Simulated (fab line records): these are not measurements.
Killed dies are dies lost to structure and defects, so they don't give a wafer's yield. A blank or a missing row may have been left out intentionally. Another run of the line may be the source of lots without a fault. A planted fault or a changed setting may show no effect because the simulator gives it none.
fab line records	flow n5-finfet
record lots=9	wafers=27	last-day=18
route steps=1938 shown SD_EPI_N@287 SD_ACTIVATION@331 ILD0@335 BEOL_M4@1111
lots with no fault: from the same line, run without faults
start-h: hours from the record's opening day to when the first of the lot's shown wafers began	wait-h: hours since the lot's step before	" as in the row above	L1.1+2: a row that stands for several wafers	- value missing, or start not given	* or withheld: withheld	< > ~ a bound
route shown NAME@n: a module of which the file shows steps, and the number in the route of the first	usual: average and standard deviation across the fault-free wafers	same: alike in all rows	chamber/n: place in a boat	sites: the reading at each site	_std_site: standard deviation across them	_edge_site: outer sites' mean less inner sites'	radius-mm: how far each site lies from the wafer's centre	mask NAME#n: copy n	behind: tool/chamber where the wafer was last shaped	hold: why the lot was held/for how many hours/how that ended	device: the n, p or np transistor that did not switch	end of line: tests of these same wafers at the route's end	a step without rows: its recipe alone	killed: dies that structure and defects cost at the first sort, which is not the same as the wafer's yield	map: the dies of a wafer, with x for killed, . for not killed, _ for no die there
set.NAME: the setting as run; set.NAME@STEP: as run at that earlier step	model.NAME: the simulator's own value behind a step, which no gauge read
steps of the route over a sample of lots; a table a step, a row a wafer
services: a tool's chamber out of use, with start hour (start-h, from the record's first day; less than 0 if before it), hours out, and reason
## steps
# step N5_SD_EPI_N_VAPOR_ETCH_50
# recipe chemistry=HCl	target=Si	temp-c=775	time-s=54	pressure-torr=20	mode=isotropic
# usual throttle-valve-pct=11.7/0.51
lot.wafer	tool	chamber	start-h	wait-h	throttle-valve-pct
L644.1	epi-rpcvd-02	0	49.76	0.4	12.3
L644.2	"	0	"	"	12.5
L644.5	"	0	"	"	12.1
L645.1	epi-rpcvd-04	0	56.89	0.3	11.3
L645.2	"	0	"	"	11.5
L645.3	"	0	"	"	11.1
L647.4	epi-rpcvd-01	0	71.58	0.3	11.5
L647.5	"	0	"	"	11.6
L647.6	"	0	"	"	11.5
L648.4	epi-rpcvd-02	0	75.29	0.2	12.0
L648.5	"	0	"	"	12.3
L648.6	"	0	"	"	12.1
L658.2	epi-rpcvd-01	0	133.91	0.3	11.4
L658.4	"	0	"	"	11.5
L658.6	"	0	"	"	11.3
L660.1	epi-rpcvd-01	0	152.42	0.3	11.5
L660.2	"	0	"	"	11.6
L660.6	"	0	"	"	11.5
L661.1	epi-rpcvd-02	0	152.62	0.3	12.3
L661.4	"	0	"	"	12.5
L661.6	"	0	"	"	12.3
L665.2	epi-rpcvd-02	0	176.20	0.3	12.2
L665.5	"	0	"	"	12.3
L665.6	"	0	"	"	12.0
L667.1	epi-rpcvd-02	0	188.74	0.3	12.1
L667.2	"	0	"	"	12.3
L667.4	"	0	"	"	12.2
# step N5_SD_ACTIVATION_LSA_01
# recipe temp-c=1080	time-s=0.0008	ambient=N2
# usual wafer_temp_C_max=1086.3/2.7
lot.wafer	tool	chamber	start-h	wait-h	wafer_temp_C_max
L644.1	laser-anneal-01	0	58.40	0.2	1089.2
L644.2	"	0	"	"	1091.4
L644.5	"	0	"	"	1087.0
L645.1	laser-anneal-02	0	63.87	0.2	1084.2
L645.2	"	0	"	"	1084.9
L645.3	"	0	"	"	1084.1
L647.4	laser-anneal-02	0	79.09	0.2	1084.2
L647.5	"	0	"	"	1083.3
L647.6	"	0	"	"	1083.6
L648.4	laser-anneal-01	0	82.14	0.2	1088.5
L648.5	"	0	"	"	1089.4
L648.6	"	0	"	"	1090.4
L658.2	laser-anneal-01	0	141.70	0.2	1121.1
L658.4	"	0	"	"	1122.4
L658.6	"	0	"	"	1122.3
L660.1	laser-anneal-01	0	159.58	0.2	1120.9
L660.2	"	0	"	"	1122.6
L660.6	"	0	"	"	1122.2
L661.1	laser-anneal-02	0	162.31	0.2	1084.3
L661.4	"	0	"	"	1083.6
L661.6	"	0	"	"	1083.7
L665.2	laser-anneal-02	0	183.47	0.2	1082.6
L665.5	"	0	"	"	1085.7
L665.6	"	0	"	"	1084.0
L667.1	laser-anneal-02	0	195.66	0.2	1083.3
L667.2	"	0	"	"	1083.7
L667.4	"	0	"	"	1085.3
# step N5_SD_ACTIVATION_RS_MEAS_03
# recipe thk-meas-gauge=four-point-probe
# usual RS_SD_N=21.9/0.3	RS_SD_P=56.1/0.82
lot.wafer	tool	chamber	start-h	wait-h	RS_SD_N[ohm/sq]	RS_SD_P[ohm/sq]
L644.1	film-metro-01	-	58.60	0.2	22.5	57.7
L644.2	"	-	"	"	22.3	56.7
L644.5	"	-	"	"	22.1	58.0
L645.1	film-metro-01	-	64.07	0.2	22.3	56.2
L645.2	"	-	"	"	22.2	57.3
L645.3	"	-	"	"	21.9	56.6
L647.4	film-metro-02	-	79.27	0.1	21.7	57.0
L647.5	"	-	"	"	21.6	56.9
L647.6	"	-	"	"	21.9	56.8
L648.4	film-metro-02	-	82.31	0.1	22.0	56.1
L648.5	"	-	"	"	22.0	55.9
L648.6	"	-	"	"	21.9	56.4
L658.2	film-metro-02	-	141.90	0.2	18.5	55.9
L658.4	"	-	"	"	18.4	56.0
L658.6	"	-	"	"	18.2	56.4
L660.1	film-metro-02	-	159.78	0.2	18.5	57.2
L660.2	"	-	"	"	18.5	56.5
L660.6	"	-	"	"	18.6	56.6
L661.1	film-metro-01	-	162.51	0.2	21.7	57.0
L661.4	"	-	"	"	21.9	57.3
L661.6	"	-	"	"	22.3	57.5
L665.2	film-metro-01	-	183.68	0.2	21.5	55.7
L665.5	"	-	"	"	21.7	56.1
L665.6	"	-	"	"	22.1	55.3
L667.1	film-metro-02	-	195.86	0.2	22.3	56.5
L667.2	"	-	"	"	22.1	56.8
L667.4	"	-	"	"	22.0	57.3
# step N5_ILD0_LINER_00
# recipe material=SiNx	target-thk-a=40	temp-c=400	ald-precursor-family=SiH2I2	ald-co-reactant=N2/H2-plasma	pulse-time-s=1	purge-time-s=2	co-reactant-purge-time-s=2	ald-cycles=80	pressure-torr=2
# usual heater-power-w=830/63	precursor-pulse-height-rel=1.000/0.018
lot.wafer	tool	chamber	start-h	wait-h	heater-power-w	precursor-pulse-height-rel
L644.1	ald-sin-04	0	59.28	0.4	861	0.985
L644.2	"	2	"	"	849	1.012
L644.5	"	3	"	"	884	0.989
L645.1	ald-sin-02	0	64.54	0.2	838	1.004
L645.2	"	2	"	"	691	0.977
L645.3	"	1	"	"	745	0.993
L647.4	ald-sin-04	0	79.56	0.0	840	0.990
L647.5	"	1	"	"	795	1.003
L647.6	"	2	"	"	872	1.024
L648.4	ald-sin-01	2	82.61	0.0	935	1.002
L648.5	"	0	"	"	823	0.978
L648.6	"	3	"	"	929	1.025
L658.2	ald-sin-01	2	142.35	0.1	958	1.008
L658.4	"	1	"	"	780	1.001
L658.6	"	0	"	"	807	0.998
L660.1	ald-sin-04	1	160.41	0.3	789	0.978
L660.2	"	2	"	"	849	0.993
L660.6	"	3	"	"	880	1.019
L661.1	ald-sin-02	1	162.87	0.0	789	0.988
L661.4	"	2	"	"	693	0.992
L661.6	"	1	"	"	794	0.978
L665.2	ald-sin-01	0	184.34	0.4	835	1.006
L665.5	"	2	"	"	939	0.991
L665.6	"	0	"	"	820	0.994
L667.1	ald-sin-04	3	196.22	0.0	872	0.967
L667.2	"	1	"	"	769	0.991
L667.4	"	0	"	"	772	1.020
# step N5_ILD0_CMP_07
# recipe stop-on=poly-Si	material=SiO2_flowable	t-overpolish-s=1.18	post-cmp-clean=alkaline-brush	down-force-psi=4.1491	platen-rpm=51.796	pad-velocity-m-s=1.0306	target-thk-nm=138.88
# usual motor-current-A=11.9/1.3
lot.wafer	tool	chamber	start-h	wait-h	motor-current-A
L644.2	cmp-01	1	62.00	0.1	10.8
L644.1	"	3	"	"	11.0
L644.5	"	0	"	"	12.7
L645.1	cmp-01	2	67.27	0.1	11.4
L645.2	"	3	"	"	11.2
L645.3	"	0	"	"	13.0
L647.4	cmp-03	3	82.37	0.1	16.0
L647.6	"	0	"	"	12.9
L647.5	"	1	"	"	10.9
L648.4	cmp-03	2	85.42	0.1	14.3
L648.5	"	3	"	"	15.6
L648.6	"	0	"	"	12.7
L658.2	cmp-02	3	145.09	0.1	12.5
L658.4	"	1	"	"	12.1
L658.6	"	2	"	"	11.0
L660.2	cmp-02	3	163.13	0.1	12.5
L660.1	"	1	"	"	11.0
L660.6	"	3	"	"	12.3
L661.4	cmp-01	2	165.69	0.2	11.8
L661.1	"	3	"	"	11.0
L661.6	"	3	"	"	10.9
L665.2	cmp-03	3	187.04	0.0	16.1
L665.5	"	3	"	"	16.0
L665.6	"	0	"	"	12.9
L667.2	cmp-01	2	199.27	0.0	10.9
L667.4	"	0	"	"	12.9
L667.1	"	1	"	"	11.1
# step N5_BEOL_M4_RC_MEAS_101
# usual DIBL_N=36.5/1.4	DIBL_P=36.5/1.6	IOFF_N=0.163/0.022	IOFF_P=0.219/0.029	IOFF_P_LONG=0.000105/9.1e-06	ION_N=675/8.3	ION_P=464/6.2	RC_DENSE_N=19.0/0.33	RC_N=15.45/0.25	REXT_N=74.7/1.6	RS_SD_N=28.4/0.38	SS_N=71.5/0.52	SS_P=73.4/0.57	VT_N=249.7/2.6	VT_P=-250/3
lot.wafer	tool	chamber	start-h	wait-h	DIBL_N[mV/V]	DIBL_P[mV/V]	IOFF_N[nA/um]	IOFF_P[nA/um]	IOFF_P_LONG[nA/um]	ION_N[uA/um]	ION_P[uA/um]	RC_DENSE_N[ohm.um]	RC_N[ohm.um]	REXT_N[ohm.um]	RS_SD_N[ohm/sq]	SS_N[mV/dec]	SS_P[mV/dec]	VT_N[mV]	VT_P[mV]
L644.1	prober-02	0	164.98	0.4	35.8	35.3	0.140	0.185	0.000104	661	459	19.1	15.51	75.7	29.3	71.2	72.5	250.8	-250
L644.2	"	0	"	"	38.3	37.5	0.177	0.224	0.000103	671	462	18.7	15.23	73.7	28.7	72.1	73.1	248.6	-247
L644.5	"	0	"	"	36.7	37.0	0.152	0.201	0.000103	670	465	18.6	15.16	74.3	28.8	71.2	72.9	249.0	-249
L645.1	prober-01	0	171.17	0.0	38.3	37.0	0.170	0.252	0.000112	673	472	18.5	15.09	73.2	28.7	71.9	73.3	252.2	-249
L645.2	"	0	"	"	36.7	34.9	0.139	0.215	0.000113	661	462	18.5	15.04	73.5	28.7	71.2	73.9	254.3	-248
L645.3	"	0	"	"	36.8	34.5	0.136	0.199	0.000114	669	468	18.7	15.24	73.4	28.1	70.9	73.2	253.8	-249
L647.4	prober-02	0	196.10	0.5	35.5	37.1	0.148	0.205	9.9e-05	671	465	19.4	16.04	76.4	27.8	71.2	73.5	253.1	-252
L647.5	"	0	"	"	36.6	38.6	0.168	0.224	9.7e-05	675	460	18.8	15.44	76.6	27.9	71.8	73.5	249.6	-252
L647.6	"	0	"	"	34.2	34.9	0.125	0.172	9.3e-05	659	456	19.6	16.05	76.9	28.1	70.9	72.6	253.6	-254
L648.4	prober-02	0	211.63	0.5	38.0	38.5	0.187	0.234	0.000107	682	462	19.1	15.32	69.6	28.6	72.1	74.0	247.6	-249
L648.5	"	0	"	"	37.2	37.4	0.190	0.208	0.000107	691	466	19.1	15.34	69.0	28.5	72.5	72.4	245.4	-251
L648.6	"	0	"	"	37.7	38.7	0.194	0.236	0.000104	687	461	19.3	15.75	70.3	28.6	72.0	73.9	246.8	-251
L658.2	prober-02	0	258.71	0.2	34.8	36.2	0.141	0.210	0.000209	674	457	16.2	13.22	68.0	24.7	71.8	73.9	253.2	-251
L658.4	"	0	"	"	36.1	38.0	0.165	0.224	0.000214	691	454	16.2	13.11	68.1	24.6	71.4	73.7	252.8	-251
L658.6	"	0	"	"	36.2	37.9	0.165	0.229	0.000223	679	459	15.8	12.76	67.5	24.1	71.8	73.7	249.2	-250
L660.1	prober-02	0	262.20	0.0	36.2	37.1	0.155	0.218	0.000229	672	448	15.6	12.83	68.7	24.6	70.8	73.0	249.0	-251
L660.2	"	0	"	"	34.1	33.7	0.114	0.167	0.00022	673	450	15.4	12.58	67.8	24.7	70.5	72.9	254.6	-257
L660.6	"	0	"	"	35.7	36.5	0.158	0.218	0.000224	690	461	16.2	13.22	69.1	24.5	71.3	73.6	249.1	-248
L661.1	prober-02	0	271.91	0.0	37.0	38.0	0.185	0.256	0.000113	686	470	18.9	15.42	76.4	28.4	71.1	73.8	248.4	-249
L661.4	"	0	"	"	37.5	37.7	0.187	0.247	0.000111	677	460	18.8	15.38	76.2	28.5	72.3	73.7	250.2	-247
L661.6	"	0	"	"	37.3	37.9	0.180	0.249	0.000114	680	467	18.9	15.33	77.3	29.2	71.8	73.4	248.8	-246
L665.2	prober-01	0	298.36	0.2	35.9	37.2	0.158	0.203	9.1e-05	675	467	18.8	15.39	73.0	28.2	71.4	73.2	251.6	-253
L665.5	"	0	"	"	34.6	35.2	0.136	0.166	8.9e-05	668	458	18.9	15.33	73.6	28.4	70.9	73.3	251.9	-258
L665.6	"	0	"	"	36.0	37.6	0.166	0.203	8.9e-05	682	463	19.1	15.47	73.8	28.6	71.8	73.5	249.8	-252
L667.1	prober-02	0	316.72	0.0	36.6	35.7	0.149	0.218	0.000104	661	460	19.1	15.69	77.4	28.5	71.8	73.4	251.6	-250
L667.2	"	0	"	"	37.2	36.7	0.164	0.243	0.000106	665	458	19.0	15.41	75.9	28.7	72.8	73.9	250.0	-248
L667.4	"	0	"	"	34.9	33.8	0.132	0.196	0.000103	667	467	18.6	15.09	76.3	28.4	71.7	72.7	254.0	-251
## services
tool	chamber	start-h	hours	kind
laser-anneal-01	-	29.05	6.4	pm
cmp-01	-	29.89	18.7	pm
cmp-03	-	31.37	4.0	pm
ald-sin-04	-	40.29	6.0	pm
cmp-03	-	48.77	4.2	pm
cmp-03	-	54.01	1.6	repair
cmp-01	-	54.66	2.2	repair
cmp-01	-	58.28	3.1	repair
laser-anneal-01	-	72.50	2.5	pm
ald-sin-01	-	81.84	0.7	repair
ald-sin-02	-	85.65	14.0	pm
cmp-03	-	105.77	0.9	repair
ald-sin-02	-	108.99	2.8	pm
cmp-03	-	118.45	1.5	repair
cmp-02	-	121.46	6.8	pm
laser-anneal-02	-	134.59	3.0	pm
cmp-03	-	145.48	0.9	repair
ald-sin-01	3	157.56	52.7	repair
cmp-01	-	174.98	4.3	repair
laser-anneal-01	-	178.02	4.2	repair
ald-sin-04	-	178.30	14.0	pm
cmp-02	-	183.81	2.2	repair
cmp-01	-	191.12	1.8	repair
epi-rpcvd-01	-	197.07	1.5	repair
## key
first-sign step=N5_SD_ACTIVATION_LSA_01	reading=wafer_temp_C_max	direction=up	sigmas=13	usual=*	struck=*
effect step=N5_SD_ACTIVATION_RS_MEAS_03	reading=RS_SD_N	direction=down	sigmas=11	usual=21.9	struck=18.5
effect step=N5_BEOL_M4_RC_MEAS_101	reading=IOFF_P_LONG	direction=up	sigmas=13	usual=0.000105	struck=0.00022
effect step=N5_BEOL_M4_RC_MEAS_101	reading=RS_SD_N	direction=down	sigmas=10	usual=28.4	struck=24.5
effect step=N5_BEOL_M4_RC_MEAS_101	reading=RC_N	direction=down	sigmas=10	usual=15.45	struck=12.95
effect step=N5_BEOL_M4_RC_MEAS_101	reading=RC_DENSE_N	direction=down	sigmas=9.1	usual=19.0	struck=15.9
effect step=N5_BEOL_M4_RC_MEAS_101	reading=REXT_N	direction=down	sigmas=4.2	usual=74.7	struck=68.2
effect step=N5_BEOL_M4_RC_MEAS_101	reading=ION_P	direction=down	sigmas=1.5	usual=464	struck=455
met-at N5_SD_ACTIVATION_LSA_01
struck-lots L658,L660
not-acting-at N5_SD_EPI_N_VAPOR_ETCH_50,N5_ILD0_LINER_00,N5_ILD0_CMP_07
onset-between 82.14 141.70
fault kind=process-parameter-drift	tool=laser-anneal-01	chamber=-	onset-h=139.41	steps=N5_SD_ACTIVATION_LSA_01	channel=temp-c	offset=*	shape=step	end-h=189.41	stated=*
